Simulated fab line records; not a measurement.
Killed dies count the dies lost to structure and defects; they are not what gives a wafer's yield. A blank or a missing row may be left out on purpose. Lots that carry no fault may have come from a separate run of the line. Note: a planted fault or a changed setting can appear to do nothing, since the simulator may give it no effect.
The tool behind it: which one? || flow n5Finfet || Sampling: 24 lots, 72 wafers, 5 of 1938 route steps

WHAT THE GAUGES READ, wafer by wafer
N5_BEOL_M1_INSPECT_59: inspects for defects (darkfield). Usual: 76 for rawDefectCount, sd 26.
{"lot": "L074", "measured": "day 6 14:51", "on": "defectInspect-02", "rawDefectCount": "51 105 81", "flag": ""}
{"lot": "L075", "measured": "day 6 17:09", "on": "defectInspect-01", "rawDefectCount": "78 134 101", "flag": ""}
{"lot": "L076", "measured": "day 6 20:28", "on": "defectInspect-02", "rawDefectCount": "46 69 44", "flag": ""}
{"lot": "L077", "measured": "day 7 03:34", "on": "defectInspect-01", "rawDefectCount": "101 69 68", "flag": ""}
{"lot": "L078", "measured": "day 7 09:14", "on": "defectInspect-02", "rawDefectCount": "77 65 127", "flag": ""}
{"lot": "L079", "measured": "day 7 16:53", "on": "defectInspect-02", "rawDefectCount": "57 58 111", "flag": ""}
{"lot": "L080", "measured": "day 7 18:58", "on": "defectInspect-02", "rawDefectCount": "57 42 67", "flag": ""}
{"lot": "L081", "measured": "day 8 07:02", "on": "defectInspect-01", "rawDefectCount": "92 87 67", "flag": ""}
{"lot": "L082", "measured": "day 8 10:35", "on": "defectInspect-01", "rawDefectCount": "68 80 95", "flag": ""}
{"lot": "L083", "measured": "day 8 15:39", "on": "defectInspect-01", "rawDefectCount": "69 67 82", "flag": ""}
{"lot": "L084", "measured": "day 8 22:22", "on": "defectInspect-01", "rawDefectCount": "64 66 74", "flag": ""}
{"lot": "L086", "measured": "day 9 16:30", "on": "defectInspect-01", "rawDefectCount": "63 112 67", "flag": ""}
{"lot": "L085", "measured": "day 9 17:28", "on": "defectInspect-01", "rawDefectCount": "80 90 118", "flag": ""}
{"lot": "L087", "measured": "day 10 02:10", "on": "defectInspect-01", "rawDefectCount": "55 46 80", "flag": ""}
{"lot": "L088", "measured": "day 10 05:33", "on": "defectInspect-01", "rawDefectCount": "85 68 77", "flag": ""}
{"lot": "L089", "measured": "day 10 07:55", "on": "defectInspect-01", "rawDefectCount": "39 49 54", "flag": ""}
{"lot": "L090", "measured": "day 10 13:19", "on": "defectInspect-01", "rawDefectCount": "70 40 51", "flag": ""}
{"lot": "L091", "measured": "day 10 13:46", "on": "defectInspect-02", "rawDefectCount": "89 76 103", "flag": ""}
{"lot": "L092", "measured": "day 10 19:07", "on": "defectInspect-02", "rawDefectCount": "74 27 58", "flag": ""}
{"lot": "L093", "measured": "day 11 12:28", "on": "defectInspect-02", "rawDefectCount": "46 34 61", "flag": ""}
{"lot": "L094", "measured": "day 11 15:32", "on": "defectInspect-01", "rawDefectCount": "103 84 53", "flag": ""}
{"lot": "L095", "measured": "day 11 23:35", "on": "defectInspect-01", "rawDefectCount": "75 150 123", "flag": ""}
{"lot": "L096", "measured": "day 12 03:16", "on": "defectInspect-01", "rawDefectCount": "66 64 82", "flag": ""}
{"lot": "L097", "measured": "day 12 07:05", "on": "defectInspect-01", "rawDefectCount": "116 69 104", "flag": ""}

N5_BEOL_M2_OVL_MEAS_29. Usual: V1_OVL gives -0.1 nm (standard deviation 0.71).
{"lot": "L074", "measured": "day 6 17:27", "on": "overlay-02", "V1_OVL (nm)": "-0.4 1.0 -0.8", "flag": ""}
{"lot": "L075", "measured": "day 6 21:09", "on": "overlay-02", "V1_OVL (nm)": "-0.7 0.4 -0.9", "flag": ""}
{"lot": "L076", "measured": "day 6 22:31", "on": "overlay-01", "V1_OVL (nm)": "-1.8 -0.3 -0.6", "flag": ""}
{"lot": "L077", "measured": "day 7 05:59", "on": "overlay-01", "V1_OVL (nm)": "0.4 0.2 0.4", "flag": ""}
{"lot": "L078", "measured": "day 7 11:41", "on": "overlay-02", "V1_OVL (nm)": "0.8 0.3 0.8", "flag": ""}
{"lot": "L079", "measured": "day 7 19:20", "on": "overlay-01", "V1_OVL (nm)": "0.2 -0.4 -0.7", "flag": ""}
{"lot": "L080", "measured": "day 7 20:38", "on": "overlay-01", "V1_OVL (nm)": "0.6 0.4 0.8", "flag": ""}
{"lot": "L081", "measured": "day 8 11:21", "on": "overlay-01", "V1_OVL (nm)": "-0.8 -1.2 -1.4", "flag": ""}
{"lot": "L082", "measured": "day 8 12:45", "on": "overlay-01", "V1_OVL (nm)": "-0.4 0.7 0.1", "flag": ""}
{"lot": "L083", "measured": "day 8 18:38", "on": "overlay-02", "V1_OVL (nm)": "0.0 -0.1 -0.2", "flag": ""}
{"lot": "L084", "measured": "day 9 01:46", "on": "overlay-02", "V1_OVL (nm)": "-1.6 -0.8 -0.4", "flag": ""}
{"lot": "L086", "measured": "day 9 19:52", "on": "overlay-02", "V1_OVL (nm)": "-0.9 0.0 -0.3", "flag": ""}
{"lot": "L085", "measured": "day 9 20:03", "on": "overlay-01", "V1_OVL (nm)": "-0.3 1.1 0.4", "flag": ""}
{"lot": "L087", "measured": "day 10 04:44", "on": "overlay-02", "V1_OVL (nm)": "0.9 1.4 1.1", "flag": ""}
{"lot": "L088", "measured": "day 10 08:09", "on": "overlay-01", "V1_OVL (nm)": "0.0 -0.4 0.5", "flag": ""}
{"lot": "L089", "measured": "day 10 09:25", "on": "overlay-01", "V1_OVL (nm)": "-0.7 0.2 0.4", "flag": ""}
{"lot": "L090", "measured": "day 10 16:20", "on": "overlay-02", "V1_OVL (nm)": "-0.3 0.3 0.2", "flag": ""}
{"lot": "L091", "measured": "day 10 16:35", "on": "overlay-02", "V1_OVL (nm)": "-0.9 -0.5 -0.3", "flag": ""}
{"lot": "L092", "measured": "day 10 22:17", "on": "overlay-01", "V1_OVL (nm)": "1.1 1.4 1.1", "flag": ""}
{"lot": "L093", "measured": "day 11 16:03", "on": "overlay-01", "V1_OVL (nm)": "-0.2 -0.8 -0.3", "flag": ""}
{"lot": "L094", "measured": "day 11 19:23", "on": "overlay-02", "V1_OVL (nm)": "-0.1 0.6 0.5", "flag": ""}
{"lot": "L095", "measured": "day 12 01:25", "on": "overlay-02", "V1_OVL (nm)": "0.0 0.5 -0.1", "flag": ""}
{"lot": "L096", "measured": "day 12 04:59", "on": "overlay-02", "V1_OVL (nm)": "-0.7 -1.0 -1.2", "flag": ""}
{"lot": "L097", "measured": "day 12 12:13", "on": "overlay-02", "V1_OVL (nm)": "0.2 0.3 -0.1", "flag": ""}

EACH LOT AND THE TOOL THAT RAN IT (in order: tool; ch and the chambers of the sampled wafers; start)
{"lot": "L074", "N5_BEOL_M1_ANNEAL_95": "pvdSputter-03, day 6 13:38", "N5_BEOL_M2_ETCH_64": "rieDiel-06 ch 0,2,3, day 6 16:41", "N5_BEOL_M2_STRIP_19": "rieDiel-04 ch 2,3, day 6 17:02"}
{"lot": "L075", "N5_BEOL_M1_ANNEAL_95": "pvdSputter-03, day 6 15:56", "N5_BEOL_M2_ETCH_64": "rieDiel-06 ch 0,2,3, day 6 20:22", "N5_BEOL_M2_STRIP_19": "rieDiel-04 ch 0,1,3, day 6 20:44"}
{"lot": "L076", "N5_BEOL_M1_ANNEAL_95": "pvdSputter-03, day 6 19:14", "N5_BEOL_M2_ETCH_64": "rieDiel-06 ch 0,2,3, day 6 21:48", "N5_BEOL_M2_STRIP_19": "rieDiel-06 ch 0,2, day 6 22:05"}
{"lot": "L077", "N5_BEOL_M1_ANNEAL_95": "pvdSputter-03, day 7 02:20", "N5_BEOL_M2_ETCH_64": "rieDiel-06 ch 0,2,3, day 7 05:04", "N5_BEOL_M2_STRIP_19": "rieDiel-04 ch 0,1, day 7 05:26"}
{"lot": "L078", "N5_BEOL_M1_ANNEAL_95": "pvdSputter-02, day 7 07:50", "N5_BEOL_M2_ETCH_64": "rieDiel-04 ch 0,1,2, day 7 10:52", "N5_BEOL_M2_STRIP_19": "rieDiel-06 ch 0,1,2, day 7 11:08"}
{"lot": "L079", "N5_BEOL_M1_ANNEAL_95": "pvdSputter-03, day 7 15:41", "N5_BEOL_M2_ETCH_64": "rieDiel-04 ch 0,1, day 7 18:28", "N5_BEOL_M2_STRIP_19": "rieDiel-06 ch 0,1, day 7 18:47"}
{"lot": "L080", "N5_BEOL_M1_ANNEAL_95": "pvdSputter-03, day 7 17:36", "N5_BEOL_M2_ETCH_64": "rieDiel-04 ch 0,2,3, day 7 19:56", "N5_BEOL_M2_STRIP_19": "rieDiel-05 ch 1,2, day 7 20:13"}
{"lot": "L081", "N5_BEOL_M1_ANNEAL_95": "pvdSputter-02, day 8 05:41", "N5_BEOL_M2_ETCH_64": "rieDiel-06 ch 0,1,3, day 8 10:25", "N5_BEOL_M2_STRIP_19": "rieDiel-05 ch 0,1,3, day 8 10:48"}
{"lot": "L082", "N5_BEOL_M1_ANNEAL_95": "pvdSputter-03, day 8 09:23", "N5_BEOL_M2_ETCH_64": "rieDiel-05 ch 0,1,3, day 8 11:55", "N5_BEOL_M2_STRIP_19": "rieDiel-06 ch 1,2, day 8 12:13"}
{"lot": "L083", "N5_BEOL_M1_ANNEAL_95": "pvdSputter-03, day 8 14:26", "N5_BEOL_M2_ETCH_64": "rieDiel-05 ch 0,2,3, day 8 17:49", "N5_BEOL_M2_STRIP_19": "rieDiel-05 ch 0,3, day 8 18:06"}
{"lot": "L084", "N5_BEOL_M1_ANNEAL_95": "pvdSputter-03, day 8 21:07", "N5_BEOL_M2_ETCH_64": "rieDiel-06 ch 0,1,2, day 9 00:59", "N5_BEOL_M2_STRIP_19": "rieDiel-05 ch 0,1,2, day 9 01:22"}
{"lot": "L086", "N5_BEOL_M1_ANNEAL_95": "pvdSputter-02, day 9 15:14", "N5_BEOL_M2_ETCH_64": "rieDiel-04 ch 0,1,3, day 9 19:02", "N5_BEOL_M2_STRIP_19": "rieDiel-04 ch 1,2,3, day 9 19:19"}
{"lot": "L085", "N5_BEOL_M1_ANNEAL_95": "pvdSputter-01, day 9 16:04", "N5_BEOL_M2_ETCH_64": "rieDiel-06 ch 0,1,3, day 9 19:20", "N5_BEOL_M2_STRIP_19": "rieDiel-06 ch 1,2, day 9 19:37"}
{"lot": "L087", "N5_BEOL_M1_ANNEAL_95": "pvdSputter-02, day 10 00:58", "N5_BEOL_M2_ETCH_64": "rieDiel-04 ch 0,2,3, day 10 03:58", "N5_BEOL_M2_STRIP_19": "rieDiel-06 ch 0,2, day 10 04:19"}
{"lot": "L088", "N5_BEOL_M1_ANNEAL_95": "pvdSputter-03, day 10 04:14", "N5_BEOL_M2_ETCH_64": "rieDiel-04 ch 1,2,3, day 10 07:26", "N5_BEOL_M2_STRIP_19": "rieDiel-05 ch 0,1,2, day 10 07:43"}
{"lot": "L089", "N5_BEOL_M1_ANNEAL_95": "pvdSputter-03, day 10 06:41", "N5_BEOL_M2_ETCH_64": "rieDiel-06 ch 0,2, day 10 08:43", "N5_BEOL_M2_STRIP_19": "rieDiel-06 ch 0,2,3, day 10 08:59"}
{"lot": "L090", "N5_BEOL_M1_ANNEAL_95": "pvdSputter-01, day 10 11:57", "N5_BEOL_M2_ETCH_64": "rieDiel-05 ch 1,2, day 10 15:38", "N5_BEOL_M2_STRIP_19": "rieDiel-04 ch 0,1,3, day 10 15:55"}
{"lot": "L091", "N5_BEOL_M1_ANNEAL_95": "pvdSputter-02, day 10 12:17", "N5_BEOL_M2_ETCH_64": "rieDiel-06 ch 1,3, day 10 15:52", "N5_BEOL_M2_STRIP_19": "rieDiel-06 ch 2,3, day 10 16:10"}
{"lot": "L092", "N5_BEOL_M1_ANNEAL_95": "pvdSputter-02, day 10 17:39", "N5_BEOL_M2_ETCH_64": "rieDiel-04 ch 0,2, day 10 21:27", "N5_BEOL_M2_STRIP_19": "rieDiel-05 ch 0,1,2, day 10 21:52"}
{"lot": "L093", "N5_BEOL_M1_ANNEAL_95": "pvdSputter-01, day 11 11:16", "N5_BEOL_M2_ETCH_64": "rieDiel-05 ch 1,2,3, day 11 15:20", "N5_BEOL_M2_STRIP_19": "rieDiel-06 ch 2,3, day 11 15:37"}
{"lot": "L094", "N5_BEOL_M1_ANNEAL_95": "pvdSputter-03, day 11 14:19", "N5_BEOL_M2_ETCH_64": "rieDiel-04 ch 2,3, day 11 18:40", "N5_BEOL_M2_STRIP_19": "rieDiel-06 ch 0,1,2, day 11 18:58"}
{"lot": "L095", "N5_BEOL_M1_ANNEAL_95": "pvdSputter-02, day 11 22:22", "N5_BEOL_M2_ETCH_64": "rieDiel-06 ch 1,3, day 12 00:35", "N5_BEOL_M2_STRIP_19": "rieDiel-06 ch 2,3, day 12 00:52"}
{"lot": "L096", "N5_BEOL_M1_ANNEAL_95": "pvdSputter-02, day 12 02:03", "N5_BEOL_M2_ETCH_64": "rieDiel-06 ch 0,1,2, day 12 04:16", "N5_BEOL_M2_STRIP_19": "rieDiel-05 ch 0,1,2, day 12 04:33"}
{"lot": "L097", "N5_BEOL_M1_ANNEAL_95": "pvdSputter-03, day 12 05:52", "N5_BEOL_M2_ETCH_64": "rieDiel-05 ch 0,2, day 12 11:28", "N5_BEOL_M2_STRIP_19": "rieDiel-06 ch 0,2, day 12 11:48"}
- N5_BEOL_M1_ANNEAL_95: time 240 s.
- N5_BEOL_M2_ETCH_64: etches SOC in N2/H2, target depth 75 nm, overetch 22.5 nm, time 121.9 s.
- N5_BEOL_M2_STRIP_19: strips in O2.

AS READ BY THE TOOLS THEMSELVES (means over the sampled wafers that have a number; for cases with no such wafer, the mark the record gives instead)
N5_BEOL_M1_ANNEAL_95. Usual: 812 W for heaterPowerW, sd 66.
{"lot": "L074", "tool": "pvdSputter-03", "heaterPowerW (W)": 751, "flag": ""}
{"lot": "L075", "tool": "pvdSputter-03", "heaterPowerW (W)": 813, "flag": ""}
{"lot": "L076", "tool": "pvdSputter-03", "heaterPowerW (W)": 763, "flag": ""}
{"lot": "L077", "tool": "pvdSputter-03", "heaterPowerW (W)": 767, "flag": ""}
{"lot": "L078", "tool": "pvdSputter-02", "heaterPowerW (W)": 870, "flag": ""}
{"lot": "L079", "tool": "pvdSputter-03", "heaterPowerW (W)": 773, "flag": ""}
{"lot": "L080", "tool": "pvdSputter-03", "heaterPowerW (W)": 773, "flag": ""}
{"lot": "L081", "tool": "pvdSputter-02", "heaterPowerW (W)": 861, "flag": ""}
{"lot": "L082", "tool": "pvdSputter-03", "heaterPowerW (W)": 771, "flag": ""}
{"lot": "L083", "tool": "pvdSputter-03", "heaterPowerW (W)": 811, "flag": ""}
{"lot": "L084", "tool": "pvdSputter-03", "heaterPowerW (W)": 810, "flag": ""}
{"lot": "L086", "tool": "pvdSputter-02", "heaterPowerW (W)": 887, "flag": ""}
{"lot": "L085", "tool": "pvdSputter-01", "heaterPowerW (W)": 779, "flag": ""}
{"lot": "L087", "tool": "pvdSputter-02", "heaterPowerW (W)": 816, "flag": ""}
{"lot": "L088", "tool": "pvdSputter-03", "heaterPowerW (W)": 765, "flag": ""}
{"lot": "L089", "tool": "pvdSputter-03", "heaterPowerW (W)": 761, "flag": ""}
{"lot": "L090", "tool": "pvdSputter-01", "heaterPowerW (W)": 881, "flag": ""}
{"lot": "L091", "tool": "pvdSputter-02", "heaterPowerW (W)": 830, "flag": ""}
{"lot": "L092", "tool": "pvdSputter-02", "heaterPowerW (W)": 894, "flag": ""}
{"lot": "L093", "tool": "pvdSputter-01", "heaterPowerW (W)": 796, "flag": ""}
{"lot": "L094", "tool": "pvdSputter-03", "heaterPowerW (W)": 761, "flag": ""}
{"lot": "L095", "tool": "pvdSputter-02", "heaterPowerW (W)": 854, "flag": ""}
{"lot": "L096", "tool": "pvdSputter-02", "heaterPowerW (W)": 847, "flag": ""}
{"lot": "L097", "tool": "pvdSputter-03", "heaterPowerW (W)": 810, "flag": ""}

N5_BEOL_M2_ETCH_64. Usual: drypumpMotorCurrentA 5.4 A, standard deviation 0.5; oesProductAu 0.59 a.u., standard deviation 0.057; rfVppV 523.5 V, standard deviation 2.8; showerheadPlenumPTorr 2.53 Torr, standard deviation 0.099; throttleValvePct 17.92 %, standard deviation 0.2.
{"lot": "L074", "tool": "rieDiel-06", "drypumpMotorCurrentA (A)": 5.0, "oesProductAu (a.u.)": 0.56, "rfVppV (V)": 522.2, "showerheadPlenumPTorr (Torr)": 2.46, "throttleValvePct (%)": 17.97, "flag": ""}
{"lot": "L075", "tool": "rieDiel-06", "drypumpMotorCurrentA (A)": 5.0, "oesProductAu (a.u.)": 0.56, "rfVppV (V)": 521.4, "showerheadPlenumPTorr (Torr)": 2.46, "throttleValvePct (%)": 17.97, "flag": ""}
{"lot": "L076", "tool": "rieDiel-06", "drypumpMotorCurrentA (A)": 5.0, "oesProductAu (a.u.)": 0.56, "rfVppV (V)": 521.5, "showerheadPlenumPTorr (Torr)": 2.46, "throttleValvePct (%)": 17.97, "flag": ""}
{"lot": "L077", "tool": "rieDiel-06", "drypumpMotorCurrentA (A)": 5.0, "oesProductAu (a.u.)": 0.55, "rfVppV (V)": 521.1, "showerheadPlenumPTorr (Torr)": 2.46, "throttleValvePct (%)": 17.97, "flag": ""}
{"lot": "L078", "tool": "rieDiel-04", "drypumpMotorCurrentA (A)": 6.0, "oesProductAu (a.u.)": 0.59, "rfVppV (V)": 522.7, "showerheadPlenumPTorr (Torr)": 2.52, "throttleValvePct (%)": 17.89, "flag": ""}
{"lot": "L079", "tool": "rieDiel-04", "drypumpMotorCurrentA (A)": 5.8, "oesProductAu (a.u.)": 0.54, "rfVppV (V)": 524.5, "showerheadPlenumPTorr (Torr)": 2.57, "throttleValvePct (%)": 17.92, "flag": ""}
{"lot": "L080", "tool": "rieDiel-04", "drypumpMotorCurrentA (A)": 5.7, "oesProductAu (a.u.)": 0.59, "rfVppV (V)": 524.2, "showerheadPlenumPTorr (Torr)": 2.55, "throttleValvePct (%)": 17.93, "flag": ""}
{"lot": "L081", "tool": "rieDiel-06", "drypumpMotorCurrentA (A)": 5.1, "oesProductAu (a.u.)": 0.62, "rfVppV (V)": 523.6, "showerheadPlenumPTorr (Torr)": 2.56, "throttleValvePct (%)": 17.90, "flag": ""}
{"lot": "L082", "tool": "rieDiel-05", "drypumpMotorCurrentA (A)": 5.8, "oesProductAu (a.u.)": 0.59, "rfVppV (V)": 522.6, "showerheadPlenumPTorr (Torr)": 2.51, "throttleValvePct (%)": 17.83, "flag": ""}
{"lot": "L083", "tool": "rieDiel-05", "drypumpMotorCurrentA (A)": 5.9, "oesProductAu (a.u.)": 0.59, "rfVppV (V)": 524.4, "showerheadPlenumPTorr (Torr)": 2.58, "throttleValvePct (%)": 17.86, "flag": ""}
{"lot": "L084", "tool": "rieDiel-06", "drypumpMotorCurrentA (A)": 5.2, "oesProductAu (a.u.)": 0.56, "rfVppV (V)": 522.7, "showerheadPlenumPTorr (Torr)": 2.49, "throttleValvePct (%)": 18.00, "flag": ""}
{"lot": "L086", "tool": "rieDiel-04", "drypumpMotorCurrentA (A)": 5.6, "oesProductAu (a.u.)": 0.56, "rfVppV (V)": 523.4, "showerheadPlenumPTorr (Torr)": 2.53, "throttleValvePct (%)": 17.90, "flag": ""}
{"lot": "L085", "tool": "rieDiel-06", "drypumpMotorCurrentA (A)": 5.1, "oesProductAu (a.u.)": 0.61, "rfVppV (V)": 524.7, "showerheadPlenumPTorr (Torr)": 2.55, "throttleValvePct (%)": 17.93, "flag": ""}
{"lot": "L087", "tool": "rieDiel-04", "drypumpMotorCurrentA (A)": 5.7, "oesProductAu (a.u.)": 0.57, "rfVppV (V)": 523.9, "showerheadPlenumPTorr (Torr)": 2.54, "throttleValvePct (%)": 17.96, "flag": ""}
{"lot": "L088", "tool": "rieDiel-04", "drypumpMotorCurrentA (A)": 5.7, "oesProductAu (a.u.)": 0.59, "rfVppV (V)": 522.5, "showerheadPlenumPTorr (Torr)": 2.48, "throttleValvePct (%)": 17.89, "flag": ""}
{"lot": "L089", "tool": "rieDiel-06", "drypumpMotorCurrentA (A)": 5.1, "oesProductAu (a.u.)": 0.56, "rfVppV (V)": 523.0, "showerheadPlenumPTorr (Torr)": 2.49, "throttleValvePct (%)": 17.97, "flag": ""}
{"lot": "L090", "tool": "rieDiel-05", "drypumpMotorCurrentA (A)": 5.2, "oesProductAu (a.u.)": 0.65, "rfVppV (V)": 523.5, "showerheadPlenumPTorr (Torr)": 2.55, "throttleValvePct (%)": 17.69, "flag": ""}
{"lot": "L091", "tool": "rieDiel-06", "drypumpMotorCurrentA (A)": 5.1, "oesProductAu (a.u.)": 0.65, "rfVppV (V)": 527.5, "showerheadPlenumPTorr (Torr)": 2.65, "throttleValvePct (%)": 18.00, "flag": ""}
{"lot": "L092", "tool": "rieDiel-04", "drypumpMotorCurrentA (A)": 5.9, "oesProductAu (a.u.)": 0.56, "rfVppV (V)": 524.8, "showerheadPlenumPTorr (Torr)": 2.57, "throttleValvePct (%)": 18.02, "flag": ""}
{"lot": "L093", "tool": "rieDiel-05", "drypumpMotorCurrentA (A)": 5.6, "oesProductAu (a.u.)": 0.67, "rfVppV (V)": 525.7, "showerheadPlenumPTorr (Torr)": 2.62, "throttleValvePct (%)": 17.64, "flag": ""}
{"lot": "L094", "tool": "rieDiel-04", "drypumpMotorCurrentA (A)": 5.9, "oesProductAu (a.u.)": 0.60, "rfVppV (V)": 523.0, "showerheadPlenumPTorr (Torr)": 2.49, "throttleValvePct (%)": 17.97, "flag": ""}
{"lot": "L095", "tool": "rieDiel-06", "drypumpMotorCurrentA (A)": 5.4, "oesProductAu (a.u.)": 0.58, "rfVppV (V)": 524.2, "showerheadPlenumPTorr (Torr)": 2.58, "throttleValvePct (%)": 18.16, "flag": ""}
{"lot": "L096", "tool": "rieDiel-06", "drypumpMotorCurrentA (A)": 5.2, "oesProductAu (a.u.)": 0.54, "rfVppV (V)": 522.2, "showerheadPlenumPTorr (Torr)": 2.48, "throttleValvePct (%)": 18.04, "flag": ""}
{"lot": "L097", "tool": "rieDiel-05", "drypumpMotorCurrentA (A)": 5.7, "oesProductAu (a.u.)": 0.58, "rfVppV (V)": 527.2, "showerheadPlenumPTorr (Torr)": 2.66, "throttleValvePct (%)": 17.96, "flag": ""}

N5_BEOL_M2_STRIP_19. Usual: drypumpMotorCurrentA 5.4 A, standard deviation 0.46; o2FlowSccm 225.0 sccm, standard deviation 0.64; oesProductAu 0.78 a.u., standard deviation 0.076; rfVppV 3.7 V, standard deviation 0.51; showerheadPlenumPTorr 2.09 Torr, standard deviation 0.082; throttleValvePct 16.74 %, standard deviation 0.2.
{"lot": "L074", "tool": "rieDiel-04", "drypumpMotorCurrentA (A)": 5.4, "o2FlowSccm (sccm)": 225.8, "oesProductAu (a.u.)": 0.81, "rfVppV (V)": 3.7, "showerheadPlenumPTorr (Torr)": 2.09, "throttleValvePct (%)": 16.78, "flag": ""}
{"lot": "L075", "tool": "rieDiel-04", "drypumpMotorCurrentA (A)": 5.6, "o2FlowSccm (sccm)": 225.1, "oesProductAu (a.u.)": 0.74, "rfVppV (V)": 4.3, "showerheadPlenumPTorr (Torr)": 2.08, "throttleValvePct (%)": 16.63, "flag": ""}
{"lot": "L076", "tool": "rieDiel-06", "drypumpMotorCurrentA (A)": 5.1, "o2FlowSccm (sccm)": 225.3, "oesProductAu (a.u.)": 0.76, "rfVppV (V)": 3.7, "showerheadPlenumPTorr (Torr)": 2.06, "throttleValvePct (%)": 16.77, "flag": ""}
{"lot": "L077", "tool": "rieDiel-04", "drypumpMotorCurrentA (A)": 5.8, "o2FlowSccm (sccm)": 225.5, "oesProductAu (a.u.)": 0.71, "rfVppV (V)": 3.4, "showerheadPlenumPTorr (Torr)": 2.10, "throttleValvePct (%)": 16.59, "flag": ""}
{"lot": "L078", "tool": "rieDiel-06", "drypumpMotorCurrentA (A)": 5.2, "o2FlowSccm (sccm)": 224.8, "oesProductAu (a.u.)": 0.75, "rfVppV (V)": 3.8, "showerheadPlenumPTorr (Torr)": 2.06, "throttleValvePct (%)": 16.82, "flag": ""}
{"lot": "L079", "tool": "rieDiel-06", "drypumpMotorCurrentA (A)": 5.3, "o2FlowSccm (sccm)": 225.3, "oesProductAu (a.u.)": 0.74, "rfVppV (V)": 3.9, "showerheadPlenumPTorr (Torr)": 2.06, "throttleValvePct (%)": 16.87, "flag": ""}
{"lot": "L080", "tool": "rieDiel-05", "drypumpMotorCurrentA (A)": 5.2, "o2FlowSccm (sccm)": 225.0, "oesProductAu (a.u.)": 0.89, "rfVppV (V)": 3.8, "showerheadPlenumPTorr (Torr)": 2.09, "throttleValvePct (%)": 16.40, "flag": ""}
{"lot": "L081", "tool": "rieDiel-05", "drypumpMotorCurrentA (A)": 5.8, "o2FlowSccm (sccm)": 225.1, "oesProductAu (a.u.)": 0.78, "rfVppV (V)": 3.1, "showerheadPlenumPTorr (Torr)": 2.07, "throttleValvePct (%)": 16.69, "flag": ""}
{"lot": "L082", "tool": "rieDiel-06", "drypumpMotorCurrentA (A)": 5.5, "o2FlowSccm (sccm)": 224.8, "oesProductAu (a.u.)": 0.73, "rfVppV (V)": 3.8, "showerheadPlenumPTorr (Torr)": 2.08, "throttleValvePct (%)": 16.97, "flag": ""}
{"lot": "L083", "tool": "rieDiel-05", "drypumpMotorCurrentA (A)": 6.2, "o2FlowSccm (sccm)": 225.2, "oesProductAu (a.u.)": 0.71, "rfVppV (V)": 3.8, "showerheadPlenumPTorr (Torr)": 2.05, "throttleValvePct (%)": 16.80, "flag": ""}
{"lot": "L084", "tool": "rieDiel-05", "drypumpMotorCurrentA (A)": 5.5, "o2FlowSccm (sccm)": 225.1, "oesProductAu (a.u.)": 0.84, "rfVppV (V)": 3.8, "showerheadPlenumPTorr (Torr)": 2.15, "throttleValvePct (%)": 16.59, "flag": ""}
{"lot": "L086", "tool": "rieDiel-04", "drypumpMotorCurrentA (A)": 5.8, "o2FlowSccm (sccm)": 225.0, "oesProductAu (a.u.)": 0.78, "rfVppV (V)": 3.4, "showerheadPlenumPTorr (Torr)": 2.04, "throttleValvePct (%)": 16.74, "flag": ""}
{"lot": "L085", "tool": "rieDiel-06", "drypumpMotorCurrentA (A)": 5.4, "o2FlowSccm (sccm)": 225.3, "oesProductAu (a.u.)": 0.73, "rfVppV (V)": 3.9, "showerheadPlenumPTorr (Torr)": 2.08, "throttleValvePct (%)": 16.94, "flag": ""}
{"lot": "L087", "tool": "rieDiel-06", "drypumpMotorCurrentA (A)": 5.0, "o2FlowSccm (sccm)": 225.2, "oesProductAu (a.u.)": 0.74, "rfVppV (V)": 3.7, "showerheadPlenumPTorr (Torr)": 2.03, "throttleValvePct (%)": 16.74, "flag": ""}
{"lot": "L088", "tool": "rieDiel-05", "drypumpMotorCurrentA (A)": 5.4, "o2FlowSccm (sccm)": 225.4, "oesProductAu (a.u.)": 0.82, "rfVppV (V)": 3.8, "showerheadPlenumPTorr (Torr)": 2.15, "throttleValvePct (%)": 16.61, "flag": ""}
{"lot": "L089", "tool": "rieDiel-06", "drypumpMotorCurrentA (A)": 5.0, "o2FlowSccm (sccm)": 224.8, "oesProductAu (a.u.)": 0.81, "rfVppV (V)": 3.7, "showerheadPlenumPTorr (Torr)": 2.11, "throttleValvePct (%)": 16.72, "flag": ""}
{"lot": "L090", "tool": "rieDiel-04", "drypumpMotorCurrentA (A)": 5.6, "o2FlowSccm (sccm)": 224.7, "oesProductAu (a.u.)": 0.72, "rfVppV (V)": 4.2, "showerheadPlenumPTorr (Torr)": 2.07, "throttleValvePct (%)": 16.68, "flag": ""}
{"lot": "L091", "tool": "rieDiel-06", "drypumpMotorCurrentA (A)": 5.2, "o2FlowSccm (sccm)": 224.9, "oesProductAu (a.u.)": 0.79, "rfVppV (V)": 3.7, "showerheadPlenumPTorr (Torr)": 2.13, "throttleValvePct (%)": 16.80, "flag": ""}
{"lot": "L092", "tool": "rieDiel-05", "drypumpMotorCurrentA (A)": 5.4, "o2FlowSccm (sccm)": 224.4, "oesProductAu (a.u.)": 0.82, "rfVppV (V)": 4.0, "showerheadPlenumPTorr (Torr)": 2.14, "throttleValvePct (%)": 16.63, "flag": ""}
{"lot": "L093", "tool": "rieDiel-06", "drypumpMotorCurrentA (A)": 5.2, "o2FlowSccm (sccm)": 225.9, "oesProductAu (a.u.)": 0.78, "rfVppV (V)": 3.3, "showerheadPlenumPTorr (Torr)": 2.12, "throttleValvePct (%)": 16.82, "flag": ""}
{"lot": "L094", "tool": "rieDiel-06", "drypumpMotorCurrentA (A)": 5.2, "o2FlowSccm (sccm)": 225.4, "oesProductAu (a.u.)": 0.72, "rfVppV (V)": 3.9, "showerheadPlenumPTorr (Torr)": 2.04, "throttleValvePct (%)": 16.90, "flag": ""}
{"lot": "L095", "tool": "rieDiel-06", "drypumpMotorCurrentA (A)": 5.2, "o2FlowSccm (sccm)": 224.8, "oesProductAu (a.u.)": 0.78, "rfVppV (V)": 4.1, "showerheadPlenumPTorr (Torr)": 2.12, "throttleValvePct (%)": 16.83, "flag": ""}
{"lot": "L096", "tool": "rieDiel-05", "drypumpMotorCurrentA (A)": 5.5, "o2FlowSccm (sccm)": 224.2, "oesProductAu (a.u.)": 0.80, "rfVppV (V)": 3.2, "showerheadPlenumPTorr (Torr)": 2.14, "throttleValvePct (%)": 16.65, "flag": ""}
{"lot": "L097", "tool": "rieDiel-06", "drypumpMotorCurrentA (A)": 5.0, "o2FlowSccm (sccm)": 224.5, "oesProductAu (a.u.)": 0.72, "rfVppV (V)": 3.6, "showerheadPlenumPTorr (Torr)": 2.02, "throttleValvePct (%)": 16.79, "flag": ""}

THE ANSWER, worked out from the rows above alone
Rule: a lot is off if the mean of its wafers that have a number lies more than 3 standard deviations from the usual mean. Also off: a lot with no number at a reading for which 4 or more lots have one. Any other lot the step has rows for is counted as sound. Order of review: gauges by route order, followed by the tools' own readings, for which a lot's mean as printed above is used. At the first step where some lot is off, the reading lying furthest off is the one used; lots without a number count as furthest.
None of the lots is off at any reading shown; this tells nothing.

WHAT HAD BEEN PUT IN BY THE SIMULATOR
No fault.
